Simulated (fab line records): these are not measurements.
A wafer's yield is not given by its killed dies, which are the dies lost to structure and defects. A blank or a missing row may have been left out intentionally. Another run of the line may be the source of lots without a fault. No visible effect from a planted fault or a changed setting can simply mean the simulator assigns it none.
A lot that was struck, set against a sound lot    flow n5 finfet    20 steps out of a route of 1938
Sound: the wafers L501.3, L501.4, L501.6. Struck: wafer L494.4; the same lot's L494.5 was not struck, so it is left out; see the end for the cause.
Order at every step that has rows: each side's tool, ch and its chambers, its first start. Under that, the readings that differ: sound wafers    struck wafers    difference of the means    sigmas: that difference in standard deviations of wafers without a fault.
alike: words and numbers the same on both sides, and readings whose means are apart by under 2 such deviations; not compared: readings that were withheld, readings missing a value for some wafer, numbers with overlapping values and no deviation given by the record, and bounds like >300 which may hide the same value.
The two part at a step that has a row with sigmas, a row that says differs or no value, or rows on one side only. Non-overlapping numbers with no deviation appear without sigmas and do not part them. A reading missing from all wafers of one side parts the sides only when that side holds two or more wafers.

first, 8 steps without rows for these wafers: N5_BEOL_M12_COAT_58 (time 60 s, resist thk 89 nm); N5_BEOL_M12_COAT_04 (resist thk 400 nm); N5_BEOL_M12_EBR_06; N5_BEOL_M12_SOFTBAKE_05 (time 60 s); N5_BEOL_M12_EXPOSE_07 (exposes mask V11); N5_BEOL_M12_PEB_08 (peb time 90 s); N5_BEOL_M12_DEVELOP_09 (develop time 45 s); N5_BEOL_M12_HARDBAKE_14 (time 120 s).
N5_BEOL_M12_CD_MEAS_10 targets a cd of 140 nm.
  sound on cd sem-02 ch 0, day 14 15:26; struck on cd sem-03 ch 0, day 12 15:58
  alike: cd nm
N5_BEOL_M12_OVL_MEAS_11:
  sound on overlay-02 ch 0, day 14 15:28; struck on overlay-02 ch 0, day 12 15:59
  alike: V11_OVL
N5_BEOL_M12_INSPECT_12: inspects for defects (macro).
  struck on defect inspect-02, day 12 16:01; sound on defect inspect-02, day 14 15:29
  alike: raw defect count
N5_BEOL_M12_DESCUM_15: chemistry O2, time 7.9 s.
  sound on rie diel-01 ch 2,3, day 14 15:31; struck on rie diel-04 ch 1, day 12 16:03
reading                          sound              struck  difference  sigmas
drypump motor current A (A)      6.2 5.6 6.2        4.7     -1.3        -3
rf vpp V (V)                     245.6 246.5 245.0  241.8   -3.9        -3
showerhead plenum p Torr (Torr)  2.19 2.21 2.19     2.05    -0.15       -2
  alike: chamber pressure mTorr, oes product au, throttle valve pct
  not compared: rf hours counter h
N5_BEOL_M12_ETCH_59: etches BARC in N2/H2, target depth 89 nm, overetch 26.7 nm, time 67.9 s.
  sound on rie diel-01 ch 2,3, day 14 15:33; struck on rie diel-04 ch 1, day 12 16:05
reading                                     sound              struck  difference  sigmas
drypump motor current A (A)                 6.2 5.6 6.3        4.8     -1.2        -3
rf vpp V (V)                                525.6 526.9 527.2  521.0   -5.6        -3
showerhead plenum p Torr (Torr)             2.65 2.68 2.65     2.48    -0.18       -3
model.coat_of_BEOL_M12_COAT_04.thk nm (nm)  316.6 315.6 315.4  334.8   +18.9       
model.etch.depth nm (nm)                    89.24 89.23 89.04  84.84   -4.33       
  alike: chamber pressure mTorr, oes product au, throttle valve pct
  not compared: rf hours counter h
N5_BEOL_M12_VIA_ETCH_16: etches SiOC in C4F8/O2/Ar, target depth 724.8 nm.
  sound on rie diel-01 ch 2,3, day 14 15:36; struck on rie diel-04 ch 1, day 12 16:08
reading                                     sound              struck  difference  sigmas
drypump motor current A (A)                 6.2 5.6 6.2        4.7     -1.3        -3
oes product au (a.u.)                       0.69 0.76 0.69     0.84    +0.13       +2
rf vpp V (V)                                669.3 672.4 668.7  664.0   -6.1        -2
showerhead plenum p Torr (Torr)             3.54 3.58 3.54     3.36    -0.19       -2
model.coat_of_BEOL_M12_COAT_04.thk nm (nm)  129.8 121.6 121.2  137     +13         
  alike: O2_flow_sccm, chamber pressure mTorr, throttle valve pct
N5_BEOL_M12_STRIP_63: strips in N2/H2.
  sound on plasma asher-01 ch 0,1, day 14 15:49; struck on plasma asher-02 ch 1, day 12 16:22
reading                       sound              struck  difference  sigmas
oes product au (a.u.)         0.690 0.689 0.692  0.702   +0.012      +3
strip time to endpoint s (s)  44.3 42.1 42.0     46.2    +3.4        +5
  alike: chamber pressure mTorr, drypump motor current A, heater power w
  not compared: rf hours counter h
N5_BEOL_M12_STRIP_64: strips in N2/H2.
  sound on plasma asher-01 ch 0,1, day 14 15:53; struck on plasma asher-02 ch 1, day 12 16:25
  alike: drypump motor current A, heater power w, oes product au, strip time to endpoint s
  not compared: rf hours counter h
then, 2 steps without rows for these wafers: N5_BEOL_M12_STRIP_71 (strips in post etch residue remover, time 60 s); N5_BEOL_M12_SRD_72 (time 30 s, dry time 30 s).
N5_BEOL_M12_CD_MEAS_17 targets a cd of 140 nm.
  struck on cd sem-03, day 12 16:33; sound on cd sem-03, day 14 16:01
  alike: cd nm
then, 1 step without rows for these wafers: N5_BEOL_M12_COAT_65 (time 60 s, resist thk 300 nm).

== WHERE THEY PART ==
First at N5_BEOL_M12_DESCUM_15; last, within this record, at N5_BEOL_M12_STRIP_63. Later steps at which nothing parts them and some readings are alike: N5_BEOL_M12_STRIP_64, N5_BEOL_M12_CD_MEAS_17.

WHY: whatever the simulator had introduced
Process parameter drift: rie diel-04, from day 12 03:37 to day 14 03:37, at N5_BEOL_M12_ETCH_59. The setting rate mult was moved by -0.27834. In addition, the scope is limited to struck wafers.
